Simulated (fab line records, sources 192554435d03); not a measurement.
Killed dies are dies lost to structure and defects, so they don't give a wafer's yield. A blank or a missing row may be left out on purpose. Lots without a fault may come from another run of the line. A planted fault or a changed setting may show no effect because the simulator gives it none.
fab line records | flow n5_finfet
record lots=24 wafers=72 last_day=18
route steps=1938 shown MOL_CONTACT_COAG@618 BEOL_M0_SAQP@650
lots that met no fault: from a run of the same line without faults
start_h: hours from the record's first day to the start of the lot's first wafer shown | wait_h: hours since the lot's step before | " the same as in the row above | L1.1+2: a row that stands for several wafers | - no value, or no start given | * or withheld: withheld | < > ~ a bound
route shown NAME@n: a module of which the file shows steps, and the number in the route of the first | usual: mean/standard deviation of fault-free wafers | same: alike in all rows | chamber/n: place in a boat | sites: the reading at each site | _std_site: their standard deviation | _edge_site: outer sites' mean less inner sites' | radius_mm: how far each site lies from the wafer's centre | mask NAME#n: copy n | behind: the tool/chamber that last shaped the wafer | hold: why the lot was held/for how many hours/how that ended | device: the transistor (n, p or np) that didn't switch | end of line: the same wafers' tests at the end of the route | a step without rows: its recipe alone | killed: dies lost to structure and defects at the first sort, not the wafer's yield | map: a wafer's dies, x killed, . not, _ none there
set.NAME: the setting as run; set.NAME@STEP: as run at that earlier step | model.NAME: the simulator's own value behind a step, which no gauge read
steps of the route over a sample of lots; a table a step, a row a wafer
services: from which hour (start_h, from the record's first day; less than 0 if before it) a tool's chamber was out of use, for how many hours, and why
## steps
# step N5_MOL_CONTACT_COAG_STRIP_72
# recipe chemistry=N2/H2 power_w=450 temp_c=40 pressure_mtorr=20 rf_frequency_hz=6e+07 overash_fraction=3 bias_power_w=7 h2_frac=0.5 n2_flow_sccm=200 h2_flow_sccm=200
# usual drypump_motor_current_A=5.8/0.32 oes_product_au=0.81/0.09 rf_vpp_V=59.4/2 showerhead_plenum_p_Torr=2.54/0.096 throttle_valve_pct=23.6/0.39
# columns lot.wafer tool chamber start_h wait_h drypump_motor_current_A oes_product_au rf_hours_counter_h rf_vpp_V showerhead_plenum_p_Torr throttle_valve_pct
L074.1 rie_diel-03 2 99.36 0.0 6.1 0.87 33 61.8 2.70 24.0
L074.2 " 0 " " 5.7 0.71 230 61.9 2.63 24.0
L074.3 " 3 " " 5.3 0.88 29 62.8 2.61 23.7
L075.3 rie_diel-03 3 108.55 0.0 5.3 0.87 33 58.2 2.61 23.7
L075.4 " 3 " " 5.3 0.87 - 62.4 2.61 23.7
L075.6 " 2 " " 6.2 0.84 - 59.6 2.69 24.0
L076.2 rie_diel-05 3 114.67 0.0 5.9 0.80 145 58.7 2.55 24.2
L076.4 " 0 " " 5.6 0.72 201 62.1 2.52 23.5
L076.5 " 2 " " 6.2 0.96 - 63.1 2.56 22.8
L077.3 rie_diel-05 3 117.88 0.0 5.8 0.79 147 59.6 2.55 24.2
L077.4 " 1 " " 5.3 0.80 76 60.2 2.69 23.3
L077.6 " 0 " " 5.6 0.71 - 61.0 2.52 23.5
L078.2 rie_diel-04 0 129.21 0.0 5.4 0.71 180 58.8 2.39 23.5
L078.4 " 2 " " 5.9 0.96 4 59.0 2.51 23.6
L078.6 " 2 " " 5.8 0.96 - 61.4 2.51 23.7
L079.3 rie_diel-05 3 133.86 0.0 5.8 0.79 154 58.5 2.55 24.3
L079.4 " 1 " " 5.3 0.80 - 56.4 2.69 23.3
L079.5 " 0 " " 5.6 0.71 - 57.6 2.51 23.5
L080.2 rie_diel-03 3 142.24 0.0 5.3 0.83 50 60.0 2.60 23.7
L080.3 " 2 " " 6.2 0.82 55 58.8 2.68 24.0
L080.4 " 1 " " 6.0 0.95 - 60.0 2.49 24.0
L081.1 rie_diel-04 0 144.77 0.0 5.4 0.71 184 57.2 2.39 23.5
L081.4 " 3 " " 6.2 0.92 20 56.4 2.47 23.3
L081.5 " 0 " " 5.4 0.72 - 56.7 2.39 23.4
L082.1 rie_diel-03 1 150.91 0.0 6.0 0.96 16 61.0 2.49 23.9
L082.5 " 2 " " 6.2 0.80 - 64.2 2.68 24.0
L082.6 " 1 " " 6.0 0.95 - 56.7 2.49 23.9
L083.2 rie_diel-04 0 154.44 0.0 5.3 0.71 187 59.5 2.39 23.4
L083.3 " 2 " " 5.8 0.93 12 56.3 2.51 23.7
L083.4 " 3 " " 6.2 0.94 23 57.0 2.46 23.3
L084.1 rie_diel-04 0 163.72 0.0 5.4 0.72 190 60.6 2.39 23.5
L084.2 " 2 " " 5.8 0.93 15 56.9 2.50 23.6
L084.4 " 3 " " 6.1 0.90 26 54.6 2.46 23.3
L085.4 rie_diel-04 2 166.36 0.0 5.9 0.92 16 61.7 2.50 23.7
L085.5 " 2 " " 5.8 0.93 - 58.4 2.50 23.7
L085.6 " 3 " " 6.2 0.91 - 61.1 2.46 23.3
L086.1 rie_diel-04 0 173.14 0.0 5.4 0.70 193 58.2 2.39 23.5
L086.3 " 2 " " 5.9 0.91 18 60.9 2.50 23.7
L086.4 " 1 " " 5.9 0.72 184 58.6 2.40 23.0
L087.3 rie_diel-03 0 178.95 0.0 5.7 0.95 7 59.5 2.62 23.6
L087.5 " 3 " " 5.3 0.83 - 55.4 2.60 23.8
L087.6 " 2 " " 6.2 0.82 - 58.2 2.68 24.0
L088.3 rie_diel-05 3 188.28 0.0 5.8 0.77 176 61.7 2.54 24.3
L088.5 " 0 " " 5.6 0.69 - 59.3 2.50 23.5
L088.6 " 3 " " 5.8 0.79 - 58.8 2.54 24.3
L089.3 rie_diel-03 1 196.99 0.0 6.0 0.91 34 62.2 2.48 23.9
L089.5 " 0 " " 5.7 0.95 - 56.4 2.61 23.6
L089.6 " 3 " " 5.3 0.81 - 59.2 2.59 23.8
L090.1 rie_diel-03 0 202.00 0.0 5.7 0.96 16 61.0 2.61 23.7
L090.4 " 1 " " 6.0 0.91 36 59.4 2.48 24.0
L090.6 " 1 " " 5.9 0.91 - 57.9 2.48 23.9
L091.1 rie_diel-05 2 208.01 0.0 6.1 0.88 40 61.1 2.54 22.9
L091.3 " 0 " " 5.6 0.70 238 61.4 2.50 23.5
L091.5 " 2 " " 6.2 0.88 - 60.3 2.54 22.9
L092.2 rie_diel-04 3 209.00 0.0 6.2 0.87 45 58.1 2.46 23.3
L092.4 " 1 " " 6.0 0.68 198 57.3 2.39 23.0
L092.5 " 1 " " 6.0 0.68 - 58.9 2.39 23.0
L093.2 rie_diel-03 2 217.47 0.0 6.2 0.78 84 57.7 2.67 24.0
L093.3 " 1 " " 6.0 0.92 42 56.5 2.47 24.0
L093.4 " 3 " " 5.3 0.79 - 55.6 2.59 23.8
L094.2 rie_diel-05 1 221.89 0.0 5.3 0.76 115 59.1 2.67 23.4
L094.4 " 3 " " 5.8 0.75 190 58.5 2.54 24.3
L094.5 " 0 " " 5.6 0.69 - 54.3 2.50 23.5
L095.2 rie_diel-04 0 226.06 0.0 5.4 0.70 214 58.3 2.38 23.5
L095.5 " 0 " " 5.4 0.70 - 57.7 2.38 23.5
L095.6 " 3 " " 6.2 0.87 - 57.8 2.45 23.3
L096.2 rie_diel-05 3 234.99 0.0 5.9 0.75 194 59.7 2.53 24.3
L096.3 " 1 " " 5.3 0.76 118 61.2 2.67 23.4
L096.5 " 0 " " 5.6 0.70 - 56.8 2.50 23.6
L097.2 rie_diel-05 0 238.62 0.0 5.6 0.67 248 59.4 2.50 23.5
L097.3 " 2 " " 6.2 0.87 47 56.3 2.54 22.9
L097.5 " 2 " " 6.2 0.87 - 57.4 2.54 22.9
# step N5_MOL_CONTACT_COAG_CMP_52
# recipe stop_on=SiO2 t_overpolish_s=1.5 post_cmp_clean=w_dilute_nh4oh down_force_psi=4 platen_rpm=50.289 pad_velocity_m_s=1.0006 target_thk_nm=66.5
# usual head_pressure_psi=4.000/0.0084 motor_current_A=12.3/1.2 overpolish_run_s=1.501/0.0088 time_to_endpoint_s=11.8/2.7
# columns lot.wafer tool chamber start_h wait_h head_pressure_psi motor_current_A overpolish_run_s time_to_endpoint_s
L074.1 cmp-01 0 100.86 0.0 4.013 13.1 1.479 11.7
L074.2 " 1 " " 4.013 11.2 1.496 7.3
L074.3 " 3 " " 3.997 12.9 1.505 12.3
L075.3 cmp-02 2 109.66 0.0 4.010 11.7 1.512 12.3
L075.4 " 0 " " 3.985 11.9 1.510 6.4
L075.6 " 2 " " 4.010 11.7 1.505 14.7
L076.2 cmp-03 0 115.68 0.0 4.007 10.4 1.505 11.5
L076.4 " 3 " " 4.005 12.2 1.501 10.4
L076.5 " 0 " " 3.994 11.0 1.490 12.4
L077.4 cmp-01 1 118.94 0.1 3.992 10.7 1.505 8.9
L077.3 " 2 " " 4.007 11.2 1.498 12.7
L077.6 " 1 " " 3.998 11.2 1.493 8.4
L078.4 cmp-01 0 130.23 0.0 4.000 13.4 1.486 11.3
L078.2 " 3 " " 3.998 13.4 1.516 12.3
L078.6 " 0 " " 4.001 12.8 1.510 13.3
L079.3 cmp-01 3 134.54 0.0 3.991 13.2 1.516 11.4
L079.4 " 1 " " 4.011 10.7 1.505 8.2
L079.5 " 0 " " 3.999 13.1 1.504 14.4
L080.2 cmp-01 3 143.25 0.0 4.016 12.9 1.493 10.4
L080.3 " 0 " " 3.993 12.7 1.514 13.2
L080.4 " 2 " " 3.990 10.5 1.497 11.9
L081.1 cmp-03 2 145.85 0.1 4.022 11.4 1.508 7.0
L081.4 " 3 " " 3.978 12.3 1.487 8.4
L081.5 " 0 " " 3.997 10.8 1.508 13.2
L082.1 cmp-01 0 152.03 0.1 4.004 13.2 1.501 13.2
L082.5 " 1 " " 3.999 11.2 1.502 8.3
L082.6 " 2 " " 3.991 11.3 1.498 11.2
L083.3 cmp-02 2 155.45 0.0 3.990 12.2 1.501 10.7
L083.2 " 0 " " 3.997 11.6 1.509 8.6
L083.4 " 1 " " 4.010 13.2 1.507 11.5
L084.2 cmp-01 1 164.73 0.0 4.002 10.8 1.495 6.0
L084.4 " 3 " " 3.999 13.4 1.500 11.5
L084.1 " 0 " " 3.997 13.2 1.500 13.6
L085.4 cmp-01 3 167.11 0.1 4.003 13.9 1.502 10.5
L085.6 " 1 " " 4.010 10.9 1.503 5.9
L085.5 " 2 " " 3.983 11.0 1.517 12.6
L086.1 cmp-03 3 173.82 0.0 3.986 12.9 1.502 10.9
L086.3 " 0 " " 4.006 10.7 1.495 15.9
L086.4 " 2 " " 4.008 12.0 1.494 7.0
L087.3 cmp-02 1 179.74 0.1 3.999 13.0 1.507 10.5
L087.5 " 2 " " 4.008 11.4 1.495 10.4
L087.6 " 3 " " 3.997 13.5 1.497 10.2
L088.3 cmp-02 2 189.00 0.1 4.004 12.5 1.494 12.9
L088.5 " 1 " " 4.009 13.4 1.516 10.3
L088.6 " 2 " " 3.993 12.2 1.505 14.8
L089.3 cmp-03 0 198.06 0.1 3.999 10.6 1.520 15.2
L089.6 " 2 " " 3.995 11.8 1.525 9.0
L089.5 " 3 " " 3.990 12.8 1.487 9.6
L090.4 cmp-01 2 202.73 0.1 3.995 11.1 1.500 15.3
L090.1 " 3 " " 4.007 13.1 1.485 14.3
L090.6 " 2 " " 3.992 11.0 1.496 12.0
L091.3 cmp-03 1 208.77 0.1 3.995 14.4 1.491 13.6
L091.1 " 2 " " 4.004 11.4 1.498 8.1
L091.5 " 0 " " 3.994 10.8 1.502 14.3
L092.2 cmp-01 1 209.72 0.1 3.995 11.0 1.503 13.6
L092.4 " 3 " " 4.004 13.4 1.502 13.2
L092.5 " 0 " " 3.995 13.4 1.517 14.8
L093.4 cmp-02 1 218.18 0.0 4.002 12.7 1.493 10.9
L093.3 " 3 " " 4.007 14.7 1.507 13.1
L093.2 " 0 " " 3.996 11.2 1.498 10.7
L094.4 cmp-02 0 222.58 0.0 4.023 11.2 1.508 8.8
L094.2 " 1 " " 4.004 13.0 1.497 12.8
L094.5 " 0 " " 3.994 11.3 1.490 8.2
L095.2 cmp-01 2 226.81 0.1 3.998 10.4 1.504 11.8
L095.5 " 0 " " 3.983 13.4 1.503 11.9
L095.6 " 1 " " 4.002 11.2 1.507 6.7
L096.2 cmp-03 0 235.76 0.1 4.000 10.7 1.510 15.6
L096.3 " 2 " " 4.000 11.9 1.498 10.6
L096.5 " 1 " " 4.006 14.2 1.497 13.8
L097.2 cmp-03 0 239.36 0.0 3.993 11.3 1.512 19.9
L097.3 " 3 " " 3.997 12.5 1.504 15.3
L097.5 " 0 " " 4.000 10.6 1.501 18.7
# step N5_MOL_CONTACT_COAG_INSPECT_97
# recipe inspect_instrument=darkfield mode=post_anneal
# usual raw_defect_count=47/19
# columns lot.wafer tool chamber start_h wait_h raw_defect_count
L074.1 defect_inspect-02 - 104.20 0.0 41
L074.2 " - " " 50
L074.3 " - " " 23
L075.3 defect_inspect-01 - 113.05 0.1 34
L075.4 " - " " 24
L075.6 " - " " 23
L076.2 defect_inspect-01 - 119.04 0.0 36
L076.4 " - " " 66
L076.5 " - " " 51
L077.3 defect_inspect-02 - 122.28 0.1 59
L077.4 " - " " 79
L077.6 " - " " 67
L078.2 defect_inspect-01 - 133.59 0.0 22
L078.4 " - " " 31
L078.6 " - " " 30
L079.3 defect_inspect-01 - 137.93 0.1 24
L079.4 " - " " 40
L079.5 " - " " 38
L081.1 defect_inspect-02 - 193.20 0.0 55
L081.4 " - " " 30
L081.5 " - " " 42
L080.2 defect_inspect-01 - 193.22 0.0 44
L080.3 " - " " 37
L080.4 " - " " 61
L082.1 defect_inspect-01 - 193.50 0.3 39
L082.5 " - " " 48
L082.6 " - " " 75
L083.2 defect_inspect-02 - 193.52 0.3 38
L083.3 " - " " 43
L083.4 " - " " 49
L084.1 defect_inspect-01 - 193.80 0.6 46
L084.2 " - " " 83
L084.4 " - " " 30
L085.4 defect_inspect-02 - 193.86 0.7 41
L085.5 " - " " 48
L085.6 " - " " 32
L086.1 defect_inspect-01 - 194.10 0.9 71
L086.3 " - " " 78
L086.4 " - " " 60
L087.3 defect_inspect-02 - 194.14 1.0 49
L087.5 " - " " 40
L087.6 " - " " 40
L088.3 defect_inspect-01 - 194.44 1.3 24
L088.5 " - " " 30
L088.6 " - " " 30
L089.3 defect_inspect-02 - 201.38 0.1 27
L089.5 " - " " 25
L089.6 " - " " 37
L090.1 defect_inspect-01 - 206.03 0.0 70
L090.4 " - " " 57
L090.6 " - " " 49
L091.1 defect_inspect-02 - 212.04 0.0 28
L091.3 " - " " 49
L091.5 " - " " 24
L092.2 defect_inspect-01 - 215.06 0.0 45
L092.4 " - " " 39
L092.5 " - " " 65
L093.2 defect_inspect-01 - 221.54 0.0 30
L093.3 " - " " 10
L093.4 " - " " 24
L094.2 defect_inspect-02 - 225.94 0.0 35
L094.4 " - " " 47
L094.5 " - " " 24
L095.2 defect_inspect-01 - 230.10 0.0 121
L095.5 " - " " 35
L095.6 " - " " 57
L096.2 defect_inspect-02 - 239.12 0.0 74
L096.3 " - " " 50
L096.5 " - " " 52
L097.2 defect_inspect-01 - 242.72 0.0 35
L097.3 " - " " 40
L097.5 " - " " 28
# step N5_BEOL_M0_SAQP_OVL_MEAS_15
# recipe points_per_wafer=44
# usual M0_CORE_OVL=0.0/0.75
# columns lot.wafer tool chamber start_h wait_h M0_CORE_OVL[nm]
L074.1 overlay-02 0 106.50 0.0 0.7
L074.2 " 0 " " 0.2
L074.3 " 0 " " 0.1
L075.3 overlay-01 0 114.72 0.0 -0.1
L075.4 " 0 " " -0.8
L075.6 " 0 " " -0.6
L076.2 overlay-01 0 120.43 0.0 1.8
L076.4 " 0 " " 1.0
L076.5 " 0 " " 1.1
L077.3 overlay-02 0 124.01 0.0 -0.8
L077.4 " 0 " " 0.8
L077.6 " 0 " " -0.2
L078.2 overlay-01 0 135.66 0.0 0.5
L078.4 " 0 " " 1.1
L078.6 " 0 " " 0.6
L079.3 overlay-01 0 139.24 0.0 -0.6
L079.4 " 0 " " 0.3
L079.5 " 0 " " 0.2
L080.2 overlay-01 0 194.88 0.0 0.5
L080.3 " 0 " " 0.7
L080.4 " 0 " " 0.6
L081.1 overlay-02 0 195.19 0.0 0.1
L081.4 " 0 " " -0.8
L081.5 " 0 " " 0.1
L082.1 overlay-02 0 195.36 0.0 0.0
L082.5 " 0 " " -0.9
L082.6 " 0 " " -0.3
L083.2 overlay-01 0 195.39 0.0 -0.6
L083.3 " 0 " " -1.6
L083.4 " 0 " " -1.3
L084.1 overlay-01 0 195.55 0.0 0.2
L084.2 " 0 " " 0.2
L084.4 " 0 " " -0.4
L085.4 overlay-01 0 195.59 0.0 0.8
L085.5 " 0 " " -0.4
L085.6 " 0 " " 0.5
L086.1 overlay-01 0 195.77 0.0 0.9
L086.3 " 0 " " 1.1
L086.4 " 0 " " 1.8
L087.3 overlay-02 0 195.80 0.0 0.0
L087.5 " 0 " " -0.6
L087.6 " 0 " " -0.5
L088.3 overlay-01 0 195.96 0.0 0.7
L088.5 " 0 " " 0.0
L088.6 " 0 " " -0.3
L089.3 overlay-01 0 202.73 0.0 0.1
L089.5 " 0 " " 0.6
L089.6 " 0 " " 0.7
L090.1 overlay-02 0 207.32 0.0 -1.1
L090.4 " 0 " " -0.7
L090.6 " 0 " " -0.4
L091.1 overlay-01 0 214.49 0.0 0.8
L091.3 " 0 " " 0.4
L091.5 " 0 " " 0.8
L092.2 overlay-02 0 216.88 0.0 -0.1
L092.4 " 0 " " 0.7
L092.5 " 0 " " 0.1
L093.2 overlay-02 0 223.60 0.0 -0.6
L093.3 " 0 " " 0.2
L093.4 " 0 " " 0.1
L094.2 overlay-01 0 227.48 0.0 0.4
L094.4 " 0 " " 0.2
L094.5 " 0 " " -0.5
L095.2 overlay-02 0 232.19 0.0 -0.5
L095.5 " 0 " " 1.2
L095.6 " 0 " " 0.1
L096.2 overlay-01 0 240.93 0.0 0.0
L096.3 " 0 " " -0.4
L096.5 " 0 " " -0.8
L097.2 overlay-02 0 244.98 0.0 -0.2
L097.3 " 0 " " -0.7
L097.5 " 0 " " -1.0
# step N5_BEOL_M0_SAQP_HM_OPEN_112
# recipe chemistry=CHF3/O2 target=SiO2 stop_on=a-Si target_depth_a=120 over_etch_frac=1.25 mask_material=SOC time_s=13.5 pressure_mtorr=30 source_w=650 bias_w=170 Ar_flow_sccm=200 CHF3_flow_sccm=50 O2_flow_sccm=5 ion_energy_ev=200 ends=end_point
# usual O2_flow_sccm=5.000/0.015 bias_w=170.0/0.55 drypump_motor_current_A=5.7/0.43 mfc_ar_sccm=200.0/0.62 oes_o_777_au=0.80/0.089 oes_product_au=0.52/0.059 rf_vpp_V=525/15 showerhead_plenum_p_Torr=2.43/0.094 throttle_valve_pct=18.86/0.21
# columns lot.wafer tool chamber start_h wait_h O2_flow_sccm bias_w drypump_motor_current_A mfc_ar_sccm oes_o_777_au oes_product_au rf_hours_counter_h rf_vpp_V showerhead_plenum_p_Torr throttle_valve_pct
L074.1 rie_diel-01 3 106.75 0.0 4.969 169.6 6.3 199.8 0.67 0.46 240 527 2.45 18.64
L074.2 " 2 " " 5.005 169.1 5.5 199.9 0.76 0.49 184 518 2.51 19.04
L074.3 " 0 " " 4.999 169.8 5.9 200.2 0.71 0.47 214 512 2.38 19.19
L075.3 rie_diel-02 0 114.97 0.0 4.975 170.1 5.7 199.5 0.74 0.49 156 545 2.49 19.01
L075.4 " 2 " " 4.999 169.8 5.7 199.7 0.96 0.63 11 520 2.57 18.78
L075.6 " 0 " " 4.984 170.4 5.7 199.6 0.74 0.50 - 544 2.49 19.01
L076.2 rie_diel-01 3 120.68 0.0 4.995 170.3 6.4 200.7 0.67 0.46 244 525 2.45 18.64
L076.4 " 3 " " 4.960 170.4 6.4 201.0 0.67 0.46 - 523 2.45 18.64
L076.5 " 2 " " 5.009 169.7 5.5 200.8 0.77 0.48 - 518 2.51 19.05
L077.3 rie_diel-02 1 124.26 0.0 5.004 169.3 5.8 198.4 0.74 0.48 157 516 2.42 18.85
L077.4 " 2 " " 5.003 169.4 5.7 200.1 0.95 0.61 14 521 2.57 18.79
L077.6 " 0 " " 4.984 169.2 5.7 199.8 0.74 0.48 - 545 2.49 19.04
L078.2 rie_diel-06 2 135.91 0.0 5.011 169.8 6.2 199.3 0.73 0.46 197 522 2.46 18.50
L078.4 " 3 " " 5.006 170.7 5.1 200.5 0.68 0.45 - 499 2.38 19.05
L078.6 " 2 " " 5.001 170.4 6.2 199.2 0.73 0.47 - 521 2.46 18.50
L079.3 rie_diel-02 2 139.59 0.0 4.997 170.9 5.7 200.6 0.94 0.61 19 520 2.56 18.79
L079.4 " 3 " " 4.997 170.7 6.3 200.3 0.75 0.50 117 527 2.22 18.87
L079.5 " 1 " " 4.981 170.7 5.8 199.6 0.73 0.48 - 517 2.41 18.85
L080.2 rie_diel-06 0 195.13 0.0 5.042 169.8 5.5 199.6 0.88 0.60 16 551 2.36 18.69
L080.3 " 2 " " 4.998 169.9 6.2 199.1 0.72 0.45 216 520 2.45 18.53
L080.4 " 1 " " 5.005 169.8 5.2 199.2 0.82 0.53 71 538 2.52 18.99
L081.1 rie_diel-06 0 195.44 0.0 5.001 169.2 5.5 200.3 0.88 0.59 16 550 2.36 18.71
L081.4 " 1 " " 5.010 169.6 5.2 199.7 0.82 0.53 71 538 2.52 19.00
L081.5 " 3 " " 5.008 169.0 5.1 201.3 0.96 0.63 - 500 2.38 18.77
L082.1 rie_diel-06 0 195.73 0.0 5.004 170.1 5.5 200.1 0.87 0.58 16 551 2.36 18.69
L082.5 " 0 " " 4.984 169.9 5.5 198.9 0.88 0.58 - 549 2.36 18.68
L082.6 " 1 " " 4.993 170.0 5.2 200.8 0.82 0.53 - 538 2.52 18.99
L083.2 rie_diel-02 1 195.74 0.0 5.005 170.3 5.8 200.6 0.72 0.47 179 518 2.41 18.87
L083.3 " 2 " " 5.004 169.6 5.7 199.7 0.92 0.58 37 520 2.56 18.83
L083.4 " 3 " " 4.986 171.3 6.3 200.0 0.74 0.49 133 529 2.22 18.89
L084.1 rie_diel-01 2 196.38 0.0 5.004 170.3 5.5 200.5 0.75 0.47 216 519 2.49 19.08
L084.2 " 0 " " 4.979 170.4 5.9 199.6 0.69 0.45 243 512 2.37 19.24
L084.4 " 3 " " 4.997 169.8 6.4 199.4 0.89 0.60 6 525 2.44 18.21
L085.4 rie_diel-02 2 196.49 0.0 5.008 169.6 5.7 199.2 0.92 0.58 - 519 2.56 18.82
L085.5 " 0 " " 4.992 170.1 5.6 199.7 0.73 0.47 - 545 2.48 19.05
L085.6 " 3 " " 4.993 169.9 6.3 199.7 0.74 0.49 - 529 2.22 18.89
L086.1 rie_diel-06 2 196.50 0.0 5.003 169.9 6.2 200.1 0.72 0.44 217 523 2.45 18.53
L086.3 " 0 " " 4.992 169.6 5.5 199.5 0.88 0.59 17 548 2.36 18.70
L086.4 " 1 " " 4.972 170.2 5.2 199.2 0.81 0.52 71 538 2.52 18.99
L087.3 rie_diel-01 0 196.63 0.0 5.002 169.9 5.9 199.3 0.69 0.45 243 511 2.37 19.23
L087.5 " 2 " " 5.012 170.1 5.5 200.5 0.75 0.47 - 519 2.50 19.11
L087.6 " 1 " " 5.020 169.8 5.2 201.1 0.68 0.45 - 516 2.51 19.15
L088.3 rie_diel-02 3 196.79 0.0 5.004 168.9 6.3 200.0 0.74 0.49 134 528 2.22 18.91
L088.5 " 0 " " 5.000 170.3 5.7 199.2 0.72 0.48 - 545 2.48 19.07
L088.6 " 3 " " 4.992 170.0 6.3 200.2 0.73 0.49 - 528 2.22 18.88
L089.3 rie_diel-02 0 202.98 0.0 5.016 169.3 5.7 200.7 0.72 0.48 186 544 2.48 19.09
L089.5 " 2 " " 4.982 168.8 5.8 200.3 0.90 0.59 - 520 2.55 18.85
L089.6 " 3 " " 4.987 169.6 6.3 200.4 0.73 0.49 - 527 2.22 18.92
L090.1 rie_diel-06 0 207.87 0.0 4.977 170.0 5.5 199.8 0.87 0.58 22 550 2.36 18.70
L090.4 " 2 " " 5.024 170.1 6.2 199.3 0.72 0.44 222 521 2.45 18.54
L090.6 " 3 " " 5.007 170.1 5.1 199.8 0.94 0.60 - 500 2.38 18.79
L091.1 rie_diel-06 1 214.74 0.0 4.978 170.3 5.2 200.8 0.81 0.53 79 539 2.52 19.01
L091.3 " 2 " " 5.023 170.0 6.2 200.6 0.72 0.45 225 520 2.45 18.54
L091.5 " 1 " " 4.995 169.9 5.2 201.2 0.81 0.52 - 538 2.52 18.99
L092.2 rie_diel-02 0 217.13 0.0 4.995 170.1 5.7 200.2 0.72 0.47 193 544 2.48 19.10
L092.4 " 2 " " 5.015 169.7 5.7 199.7 0.89 0.58 - 520 2.55 18.84
L092.5 " 3 " " 4.972 170.0 6.3 199.9 0.73 0.49 - 528 2.21 18.93
L093.2 rie_diel-06 1 223.85 0.0 4.989 170.1 5.2 200.4 0.80 0.52 83 538 2.52 19.03
L093.3 " 3 " " 5.009 169.9 5.1 200.2 0.92 0.59 21 498 2.37 18.79
L093.4 " 1 " " 5.002 170.1 5.2 201.0 0.81 0.52 - 538 2.52 19.03
L094.2 rie_diel-06 1 227.88 0.0 4.981 169.8 5.2 199.9 0.80 0.52 84 539 2.52 19.01
L094.4 " 1 " " 4.986 169.7 5.2 199.5 0.80 0.52 - 539 2.52 19.02
L094.5 " 1 " " 4.990 170.2 5.2 200.1 0.81 0.52 - 539 2.52 19.02
L095.2 rie_diel-01 1 233.30 0.0 5.007 170.1 5.2 199.3 0.68 0.45 232 516 2.50 19.20
L095.5 " 0 " " 4.992 171.2 5.9 200.2 0.92 0.61 - 512 2.36 18.79
L095.6 " 3 " " 4.991 170.2 6.4 198.7 0.84 0.57 - 525 2.43 18.25
L096.2 rie_diel-06 1 241.18 0.0 4.999 170.0 5.2 199.4 0.79 0.51 91 538 2.51 19.04
L096.3 " 3 " " 5.020 169.2 5.1 199.8 0.91 0.57 30 499 2.37 18.81
L096.5 " 3 " " 5.013 169.6 5.1 201.2 0.91 0.58 - 500 2.37 18.80
L097.2 rie_diel-06 0 245.36 0.0 5.004 169.5 5.5 199.6 0.85 0.57 30 549 2.36 18.71
L097.3 " 2 " " 4.998 169.8 6.2 199.0 0.71 0.44 236 521 2.45 18.58
L097.5 " 0 " " 4.982 169.1 5.5 199.5 0.86 0.57 - 549 2.36 18.74
# step N5_BEOL_M0_SAQP_CD_MEAS_29
# recipe target_cd_nm=14.4 landing_energy_ev=1000 detector=se_inlens
# usual cd_nm=15.03/0.23
# columns lot.wafer tool chamber start_h wait_h cd_nm
L074.1 cd_sem-03 0 110.05 0.1 15.27
L074.2 " 0 " " 15.29
L074.3 " 0 " " 14.85
L075.3 cd_sem-03 0 118.33 0.1 14.87
L075.4 " 0 " " 15.43
L075.6 " 0 " " 15.11
L076.2 cd_sem-03 0 124.21 0.1 15.02
L076.4 " 0 " " 14.94
L076.5 " 0 " " 15.34
L077.3 cd_sem-02 0 127.61 0.1 15.29
L077.4 " 0 " " 14.88
L077.6 " 0 " " 14.78
L078.2 cd_sem-02 0 140.35 0.1 15.40
L078.4 " 0 " " 15.33
L078.6 " 0 " " 15.20
L079.3 cd_sem-03 0 142.73 0.1 15.02
L079.4 " 0 " " 15.32
L079.5 " 0 " " 15.24
L080.2 cd_sem-03 0 199.62 0.1 15.06
L080.3 " 0 " " 14.95
L080.4 " 0 " " 15.41
L081.1 cd_sem-01 0 199.78 0.1 14.82
L081.4 " 0 " " 14.16
L081.5 " 0 " " 15.10
L082.1 cd_sem-03 0 200.29 0.1 14.78
L082.5 " 0 " " 15.11
L082.6 " 0 " " 14.84
L083.2 cd_sem-02 0 201.36 0.1 15.20
L083.3 " 0 " " 14.53
L083.4 " 0 " " 15.02
L084.1 cd_sem-01 0 202.72 0.1 15.32
L084.2 " 0 " " 14.84
L084.4 " 0 " " 15.28
L085.4 cd_sem-02 0 203.71 0.1 14.78
L085.5 " 0 " " 15.09
L085.6 " 0 " " 14.87
L086.1 cd_sem-02 0 203.87 0.1 14.73
L086.3 " 0 " " 15.14
L086.4 " 0 " " 14.86
L087.3 cd_sem-01 0 203.97 0.1 15.09
L087.5 " 0 " " 14.86
L087.6 " 0 " " 15.04
L088.3 cd_sem-03 0 204.40 0.1 14.81
L088.5 " 0 " " 15.06
L088.6 " 0 " " 15.15
L089.3 cd_sem-01 0 208.77 0.1 15.07
L089.5 " 0 " " 15.07
L089.6 " 0 " " 14.87
L090.1 cd_sem-01 0 211.21 0.1 15.17
L090.4 " 0 " " 14.85
L090.6 " 0 " " 15.19
L091.1 cd_sem-02 0 218.34 0.1 15.16
L091.3 " 0 " " 14.69
L091.5 " 0 " " 15.25
L092.2 cd_sem-03 0 220.88 0.1 14.92
L092.4 " 0 " " 15.16
L092.5 " 0 " " 15.21
L093.2 cd_sem-03 0 227.33 0.1 15.26
L093.3 " 0 " " 15.03
L093.4 " 0 " " 14.56
L094.2 cd_sem-03 0 231.65 0.1 14.72
L094.4 " 0 " " 14.43
L094.5 " 0 " " 14.98
L095.2 cd_sem-03 0 238.17 0.1 14.50
L095.5 " 0 " " 15.19
L095.6 " 0 " " 15.15
L096.2 cd_sem-03 0 244.81 0.1 14.81
L096.3 " 0 " " 15.05
L096.5 " 0 " " 15.15
L097.2 cd_sem-01 0 249.59 0.1 15.34
L097.3 " 0 " " 14.60
L097.5 " 0 " " 15.03
## services
# columns tool chamber start_h hours kind
rie_diel-04 - 102.73 1.1 repair
rie_diel-01 1 109.26 19.6 repair
cmp-02 - 114.77 1.3 repair
rie_diel-01 0 121.21 7.5 repair
rie_diel-06 0 123.19 - clean
rie_diel-06 0 123.19 - consumable_replace:focus_ring
rie_diel-05 2 126.24 11.1 repair
cmp-02 - 126.55 0.4 repair
cmp-03 - 127.42 2.5 repair
cmp-01 - 127.62 1.1 repair
rie_diel-01 3 148.32 7.9 repair
cmp-02 - 158.67 5.4 repair
cmp-02 - 171.19 4.0 pm
cmp-01 - 173.37 2.0 repair
cmp-03 - 191.33 3.6 pm
rie_diel-03 3 191.96 1.7 repair
rie_diel-02 1 196.13 24.9 repair
rie_diel-03 0 210.20 8.6 repair
cmp-02 - 213.75 2.0 repair
rie_diel-01 2 218.89 6.3 repair
rie_diel-03 1 224.57 8.3 repair
rie_diel-06 2 227.39 4.3 repair
cmp-01 - 228.10 4.0 pm
rie_diel-06 1 244.69 4.1 repair
## key
fault none
